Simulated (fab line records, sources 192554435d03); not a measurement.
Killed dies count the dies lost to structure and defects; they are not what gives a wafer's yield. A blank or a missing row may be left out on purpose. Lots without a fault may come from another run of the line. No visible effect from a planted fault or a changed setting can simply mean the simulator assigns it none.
A lot that was struck, set against a sound lot	flow n5Finfet	37 out of 1938 route steps
Sound: the wafers L938.1, L938.3, L938.4. Struck: wafer L941.5 (L941.2, L941.6, from the same lot, were not struck and are left out); the cause is given at the end.
At each step with rows: each side's tool, then ch and its chambers, then its first start. Under that, the readings that differ: sound wafers	struck wafers	difference of the means	sigmas: that difference in standard deviations of wafers without a fault.
alike: readings with means less than 2 such deviations apart, plus words and numbers identical on both sides. not compared: withheld readings, readings lacking a value on some wafer, bounds such as >300 that could conceal the same value, and numbers that have no deviation in the record and whose values overlap.
A row with sigmas, a row that says differs or no value, or rows on one side alone: a step with any of these is where the two part. Numbers that have no deviation but don't overlap get no sigmas and don't part them. A reading missing from all wafers of one side parts the sides only when that side holds two or more wafers.

first, 9 steps without rows for these wafers: N5_BEOL_M4_ANNEAL_95 (time 240 s); N5_BEOL_M4_SPUTTER_96 (material Cu, target thk 4.5 nm, time 8.29 s); N5_BEOL_M4_ECD_50 (material Cu, target thk 300 nm); N5_BEOL_M4_ANNEAL_51 (time 90 s); N5_BEOL_M4_CMP_52 (polishes, stops on SiOC, t overpolish 6.8 s, target thk 40 nm); N5_BEOL_M4_PRE_CLEAN_60 (time 15 s); N5_BEOL_M4_CO_CAP_55 (material Co, precursor CCTBA/H2, target thk 2 nm, time 102.1 s); N5_BEOL_M4_PRE_CLEAN_56 (time 15 s); N5_BEOL_M4_DEP_57 (deposits SiCN from 3MS/NH3, target thk 8 nm, time 14 s).
N5_BEOL_M4_RC_MEAS_101:
  sound on prober-02 ch 0, day 10 04:49; struck on prober-01 ch 0, day 12 02:44
reading	sound	struck	difference	sigmas
IOFF_N (nA/um)	0.171 0.155 0.145	0.197	+0.040	+2
IOFF_P (nA/um)	0.207 0.191 0.180	0.260	+0.067	+3
ION_N (uA/um)	667 669 659	687	+22	+2
ION_P (uA/um)	455 452 449	479	+27	+4
VT_P (mV)	-250.6 -253.1 -252.6	-245.5	+6.6	+2
  alike: DIBL_N, DIBL_P, SS_N, SS_P, VT_N
then, 24 steps without rows for these wafers: N5_BEOL_M5_ILD_DEP_00 (deposits SiCOH lowk from DEMS/porogen, target thk 140.64 nm, time 25.9 s); N5_BEOL_M5_CURE_79 (cures SiCOH lowk, time 240 s); N5_BEOL_M5_PECVD_70 (deposits SiO2 from TEOS/O2, target thk 16 nm, time 18 s); N5_BEOL_M5_HM_DEP_02 (deposits TiN, target thk 20 nm); N5_BEOL_M5_COAT_59 (time 60 s, resist thk 60 nm); N5_BEOL_M5_COAT_60 (time 60 s, resist thk 12 nm); N5_BEOL_M5_COAT_71 (time 60 s, resist thk 5 nm); N5_BEOL_M5_COAT_05 (resist thk 30 nm); N5_BEOL_M5_EBR_07; N5_BEOL_M5_SOFTBAKE_06 (time 60 s); N5_BEOL_M5_EXPOSE_08 (exposes mask M5, target cd 28 nm); N5_BEOL_M5_PEB_09 (peb time 60 s); N5_BEOL_M5_DEVELOP_10 (develop time 30 s); N5_BEOL_M5_DESCUM_16 (chemistry O2, time 7 s); N5_BEOL_M5_ETCH_72 (etches underlayer in N2/H2, target depth 6.5 nm, time 5.2 s); N5_BEOL_M5_ETCH_61 (etches SiARC in CF4, target depth 15.6 nm, time 26 s); N5_BEOL_M5_ETCH_62 (etches SOC in N2/H2, target depth 75 nm, overetch 15 nm, time 112.5 s); N5_BEOL_M5_STRIP_63 (strips in N2/H2); N5_BEOL_M5_STRIP_73 (strips in N2/H2); N5_BEOL_M5_STRIP_64 (strips in CF4); N5_BEOL_M5_HM_OPEN_17 (chemistry Cl2/BCl3, target TiN, target depth 20 nm, overetch 6 nm); N5_BEOL_M5_STRIP_19 (strips in O2); N5_BEOL_M5_COAT_65 (time 60 s, resist thk 60 nm); N5_BEOL_M5_COAT_66 (time 60 s, resist thk 12 nm).
N5_BEOL_M5_ALD_86: deposits TaN, pulse time 2 s, purge time 3 s, co reactant purge time 2 s.
  sound on aldMetal-01 ch 0,3, day 10 13:04; struck on aldMetal-01 ch 0, day 12 07:36
reading	sound	struck	difference	sigmas
aldCycles	30 30 30	21	-9	
  alike: chamberPressureTorr, heaterPowerW, precursorVesselTempC
  not compared: model.TaN_of_BEOL_M5_ALD_86.thkNm
-- a jump in the record: the struck wafers' starts before and after are 4 days apart (it breaks off in module BEOL_M5 and resumes in module BEOL_M15, where the first step shown is number 1830 of the route) --
N5_BEOL_M15_RC_MEAS_101:
  sound on prober-02 ch 0, day 14 15:30; struck on prober-02 ch 0, day 15 20:34
reading	sound	struck	difference	sigmas
COMB_M5 (S/m)	4.2e-11 3.3e-11 3.2e-11	1.19e-10	+8.33e-11	+11
COMB_M5_max_site (S/m)	6.1e-11 3.5e-11 4.5e-11	1.75e-10	+1.28e-10	+10
COMB_M7 (S/m)	3.8e-11 3.4e-11 2.7e-11	2.1e-11	-1.2e-11	-2
  alike: COMB_M10, COMB_M11, COMB_M12, COMB_M13, COMB_M14, COMB_M15, COMB_M6, COMB_M8, COMB_M9, SERP_M10, SERP_M11, SERP_M12, SERP_M13, SERP_M14, SERP_M5, SERP_M6, SERP_M7, SERP_M7_max_site, SERP_M8, SERP_M9
N5_PASSIVATION_PROBE_49:
  sound: prober-01 at day 15 05:31; struck: prober-02 at day 16 09:19
reading	sound	struck	difference	sigmas
defectLimitedYield (%)	91.3 90.4 90.8	86.5	-4.3	-3
killed_at_M4_up	3 13 18	49	+38	+7
killedDies	103 113 108	159	+51	+3
sort_bin_4_leakage (%)	0 0 0	2.88	+2.88	
sortNPass	1077 1067 1072	1021	-51	-3
sortYieldPct (%)	91.3 90.4 90.8	86.5	-4.3	-3
  alike: killed_at_M0_to_M3, killedAtContacts, killedAtFrontEnd, killedAtOther, killedOpen, killedShort, sort_bin_5_function, sort_bin_6_memory

== WHERE THEY PART ==
Earliest at N5_BEOL_M4_RC_MEAS_101; latest, in this record, at N5_PASSIVATION_PROBE_49.

WHY: what had been put in by the simulator
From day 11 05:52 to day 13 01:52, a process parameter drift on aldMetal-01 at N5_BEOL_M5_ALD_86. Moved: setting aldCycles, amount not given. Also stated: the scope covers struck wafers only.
